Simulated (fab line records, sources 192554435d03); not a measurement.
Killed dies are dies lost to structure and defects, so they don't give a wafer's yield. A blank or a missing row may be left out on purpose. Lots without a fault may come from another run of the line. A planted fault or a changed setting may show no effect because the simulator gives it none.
Problem report in the 8D (eight disciplines) form, filled by code | flow n5_finfet | the parts of the form that need people (team, actions taken, sign-off) are left out

1. THE PROBLEM
plate_temp_C at N5_HKMG_FIN_COAT_41 reads a mean of 229.08 C on 6 wafers of 2 lots; wafers without a fault read 249.97 C with a standard deviation of 0.18. That is -99 or more standard deviations from the usual mean.
The step: time 60 s, resist thk 300 nm.
First seen on wafer L229.1, day 6 19:36, on litho_track-05. The record holds 27 wafers of 9 lots with a number at this step. Rule for "out", or "out of limits": more than 4 standard deviations from the usual mean. The other wafers with a number count as sound.

2. WHAT IT IS AND WHAT IT IS NOT
question                    | is                                 | is not
which readings at this step | plate_temp_C, heater_power_total_W | exhaust_pa
which lots                  | L229, L230                         | L225, L227, L232, L238, L239, L240, L241
which wafers of those lots  | all that have a number             | -
read on which tools         | litho_track-05                     | litho_track-01, litho_track-03
when                        | from day 6 19:36                   | up to then (6 sound wafers); but 15 sound wafers of L232, L238, L239, L240, L241 came after

3. SUSPECTS, AND WHAT RULES EACH OUT
Counting: a tool at a process step up to the reading stays a suspect if it ran every lot that is out and no sound lot after the first of them.
- rie_diel-02 at N5_SDB_HM_OPEN_20 (chemistry CH3F/O2, target SiNx, stops on poly-Si, target depth 24 nm): ruled out as a lasting fault. Sound lots L238, L239, L241 ran on it after its first lot that is out, L229 (day 6 14:22).
- litho_track-05 at N5_HKMG_FIN_COAT_41 (time 60 s, resist thk 300 nm): ruled out as a lasting fault. Sound lots L241 ran on it after its first lot that is out, L229 (day 6 19:36).
Left after counting: nothing in the record.

4. THE CAUSE (what the simulator had put in)
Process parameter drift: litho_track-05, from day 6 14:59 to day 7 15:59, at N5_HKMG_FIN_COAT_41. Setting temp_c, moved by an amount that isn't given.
Counting ruled it out, wrongly.

5. THE CHAIN OF EFFECTS, in route order
Each row: a reading whose mean over the struck wafers that have a number lies more than 3 standard deviations from the usual. Only readings for which the record gives a usual standard deviation are gone through. hours: the time from each lot's start at the first step in this table that gives one to its start at this step, as a median over the lots. sigmas: the change in usual standard deviations.
hours | step                | reading              | usual    | on struck wafers | change | sigmas
0     | N5_HKMG_FIN_COAT_41 | heater_power_total_W | 500.7 W  | 448.9            | -51.8  | -29
0     | N5_HKMG_FIN_COAT_41 | plate_temp_C         | 249.97 C | 229.08           | -20.89 | -99 or more
The process steps in it:
- N5_HKMG_FIN_COAT_41: time 60 s, resist thk 300 nm.
Later measuring or inspecting steps at which every struck wafer that the step has a row for has a number for every such reading, and none has moved that far: N5_HKMG_FIN_INSPECT_61, N5_BEOL_M4_RC_MEAS_101.

6. WHAT WOULD HAVE CAUGHT IT SOONER
In this record the first reading out of limits was taken at day 6 19:36, 5 hours after the fault began at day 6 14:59.
